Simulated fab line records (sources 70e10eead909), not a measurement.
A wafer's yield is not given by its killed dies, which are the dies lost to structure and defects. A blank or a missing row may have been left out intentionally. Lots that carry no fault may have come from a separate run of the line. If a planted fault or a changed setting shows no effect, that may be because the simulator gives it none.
A lot that was struck, set against a sound lot ; flow nand harc ; 15 out of 1159 route steps
Sound: these wafers, L956.3, L956.5, L956.6. Struck: wafers L965.1, L965.2 (left out: L965.6, a lot-mate that was not struck); the cause follows at the end.
At each step with rows: each side's tool, then ch and its chambers, then its first start. Under that, the readings that differ: sound wafers ; struck wafers ; difference of the means ; sigmas: that difference in standard deviations of wafers without a fault.
alike: words and numbers the same on both sides, and readings whose means are apart by under 2 such deviations; not compared: readings that were withheld, readings missing a value for some wafer, numbers with overlapping values and no deviation given by the record, and bounds like >300 which may hide the same value.
The two part at a step that has a row with sigmas, a row that says differs or no value, or rows on one side only. Numbers that have no deviation but don't overlap get no sigmas and don't part them. A reading that every wafer of one side lacks parts them only if that side has two wafers or more.

first, 1 step without rows for these wafers: NHARC_A_ONON_D1_DEP_03 (target thk 1000 nm).
NHARC_A_ONON_D1_THK_MEAS_05: measures by ellipsometry.
  sound on film metro-01, day 7 17:28; struck on film metro-01, day 9 09:20
  alike: thk nm
then NHARC_A_ONON_D1_DEP_06 (target thk 1000 nm), 1 step lacking rows for these wafers.
NHARC_A_ONON_D1_THK_MEAS_08: measures by ellipsometry.
  sound on film metro-02, day 7 18:02; struck on film metro-02, day 9 09:54
  alike: thk nm
then NHARC_A_ONON_D1_DEP_09 (target thk 1000 nm), 1 step lacking rows for these wafers.
NHARC_A_ONON_D1_THK_MEAS_11: measures by ellipsometry.
  sound on film metro-02, day 7 18:36; struck on film metro-02, day 9 10:28
  alike: thk nm
then NHARC_A_ONON_D1_DEP_12 (target thk 1000 nm), 1 step lacking rows for these wafers.
NHARC_A_ONON_D1_THK_MEAS_14: measures by ellipsometry.
  sound on film metro-02, day 7 19:10; struck on film metro-01, day 9 11:02
reading;sound;struck;difference;sigmas
thk nm (nm);993 994 994;1017 1017;+23;+2
then, 2 steps without rows for these wafers: NHARC_A_ONON_D1_ANNEAL_15 (time 3600 s); NHARC_A_ONON_D1_DEP_16 (target thk 1000 nm).
NHARC_A_ONON_D1_THK_MEAS_18: measures by ellipsometry.
  sound on film metro-02, day 8 03:15; struck on film metro-02, day 9 18:07
  alike: thk nm
NHARC_A_ONON_D1_DEP_19: target thk 1000 nm.
  sound on pecvd onon-02 ch 0, day 8 03:25; struck on pecvd onon-02 ch 0, day 9 18:10
NHARC_A_ONON_D1_THK_MEAS_21: measures by ellipsometry.
  sound on film metro-02, day 8 03:49; struck on film metro-01, day 9 18:41
reading;sound;struck;difference;sigmas
thk nm (nm);1011 1010 1012;1557 1556;+546;+55
then NHARC_A_ONON_D1_DEP_22 (target thk 1000 nm), 1 step lacking rows for these wafers.
-- the record jumps here: 11 days lie between the struck wafers' starts before and after (it left off in module A_ONON_D1 and takes up again in module END, whose first step shown is number 1159 of the route) --
NHARC_END_SORT_01:
  the record has rows for the struck wafers here (prober-01 ch 0, day 21 06:39) and none for the sound ones

WHERE THEY PART
First at NHARC_A_ONON_D1_THK_MEAS_14; last, within this record, at NHARC_END_SORT_01.

WHY: whatever the simulator had introduced
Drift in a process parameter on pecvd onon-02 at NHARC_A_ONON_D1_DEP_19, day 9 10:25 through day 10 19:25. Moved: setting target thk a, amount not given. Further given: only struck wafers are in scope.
